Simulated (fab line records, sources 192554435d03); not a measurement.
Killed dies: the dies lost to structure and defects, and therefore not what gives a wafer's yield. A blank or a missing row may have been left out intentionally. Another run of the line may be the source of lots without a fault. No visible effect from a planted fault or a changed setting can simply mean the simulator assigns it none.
A struck lot beside a sound one -- flow n5Finfet -- 15 out of 1938 route steps
Sound: wafers L401.1, L401.4, L401.6. The struck wafers were L418.3, L418.5. The cause is named last.
Per side, at each step with rows, come the tool, then ch with its chambers, and then its first start. Under that, the readings that differ: sound wafers -- struck wafers -- difference of the means -- sigmas: that difference in standard deviations of wafers without a fault.
alike: words and numbers the same on both sides, and readings whose means are apart by under 2 such deviations; not compared: readings that were withheld, readings missing a value for some wafer, numbers with overlapping values and no deviation given by the record, and bounds like >300 which may hide the same value.
A row with sigmas, a row that says differs or no value, or rows on one side alone: a step with any of these is where the two part. Numbers that have no deviation but don't overlap get no sigmas and don't part them. A reading that every wafer of one side lacks parts them only if that side has two wafers or more.

first, 7 steps without rows for these wafers: N5_FIN_CUT_COAT_29 (time 60 s, resist thk 10 nm); N5_FIN_CUT_COAT_02 (resist thk 30 nm); N5_FIN_CUT_EBR_04; N5_FIN_CUT_SOFTBAKE_03 (time 60 s); N5_FIN_CUT_EXPOSE_05 (exposes mask FIN CUT); N5_FIN_CUT_PEB_06 (peb time 60 s); N5_FIN_CUT_DEVELOP_07 (develop time 30 s).
N5_FIN_CUT_CD_MEAS_08: the cd target is 29.1 nm.
  sound on cdSem-03 ch 0, day 2 03:28; struck on cdSem-02 ch 0, day 6 08:08
  alike: cdNm
N5_FIN_CUT_OVL_MEAS_09:
  sound on overlay-02 ch 0, day 2 03:30; struck on overlay-02 ch 0, day 6 08:11
  alike: FIN_CUT_OVL
N5_FIN_CUT_INSPECT_10: inspects for defects (brightfield).
  sound on defectInspect-01 at day 2 03:33; struck on defectInspect-01 at day 6 08:13
  alike: rawDefectCount
N5_FIN_CUT_DESCUM_13: chemistry O2, time 7 s.
  sound on rieDiel-05 ch 0,2,3, day 2 03:35; struck on rieDiel-03 ch 3, day 6 08:18
  alike: drypumpMotorCurrentA, oesProductAu, rfVppV, showerheadPlenumPTorr, throttleValvePct
  not compared: rfHoursCounterH
N5_FIN_CUT_ETCH_30: etches underlayer in N2/H2, target depth 13 nm, time 10.4 s.
  sound on rieDiel-05 ch 0,2,3, day 2 03:37; struck on rieDiel-03 ch 3, day 6 08:20
reading,sound,struck,difference,sigmas
rfVppV (V),528.2 526.5 530.4,524.4 522.5,-4.9,-2
  alike: biasW, drypumpMotorCurrentA, etchRfOnTimeS, oesProductAu, showerheadPlenumPTorr, throttleValvePct
  not compared: rfHoursCounterH
N5_FIN_CUT_ETCH_20: etches SiARC in CF4, target depth 26 nm, time 43.3 s.
  sound on rieDiel-05 ch 0,2,3, day 2 03:38; struck on rieDiel-03 ch 3, day 6 08:21
reading,sound,struck,difference,sigmas
etchRfOnTimeS (s),44.1 43.6 42.1,57.1 56.4,+13.5,+18
oesProductAu (a.u.),0.65 0.73 0.81,0.53 0.53,-0.20,-3
showerheadPlenumPTorr (Torr),2.22 2.18 2.27,2.12 2.12,-0.10,-2
  alike: biasW, drypumpMotorCurrentA, rfVppV, throttleValvePct
  not compared: rfHoursCounterH
N5_FIN_CUT_ETCH_21: etches SOC in N2/H2, target depth 219 nm, overetch 43.8 nm, time 523.5 s.
  sound on rieDiel-05 ch 0,2,3, day 2 03:41; struck on rieDiel-03 ch 3, day 6 08:23
reading,sound,struck,difference,sigmas
rfVppV (V),242.3 241.0 244.8,239.2 240.1,-3.1,-3
  alike: biasW, drypumpMotorCurrentA, oesProductAu, showerheadPlenumPTorr, throttleValvePct
  not compared: rfHoursCounterH
-- a jump in the record: the struck wafers' starts before and after are 7 days apart (it breaks off in module FIN_CUT and resumes in module BEOL_M4, where the first step shown is number 1111 of the route) --
N5_BEOL_M4_RC_MEAS_101:
  sound on prober-01 ch 0, day 7 19:52; struck on prober-02 ch 0, day 13 00:07
reading,sound,struck,difference,sigmas
SS_N (mV/dec),71.4 72.4 72.2,70.6 71.1,-1.2,-2
  alike: DIBL_N, DIBL_P, IOFF_N, IOFF_P, ION_N, ION_P, SS_P, VT_N, VT_P

== WHERE THEY PART ==
Last at N5_BEOL_M4_RC_MEAS_101 as far as this record goes, first at N5_FIN_CUT_ETCH_30.

WHY: whatever the simulator had introduced
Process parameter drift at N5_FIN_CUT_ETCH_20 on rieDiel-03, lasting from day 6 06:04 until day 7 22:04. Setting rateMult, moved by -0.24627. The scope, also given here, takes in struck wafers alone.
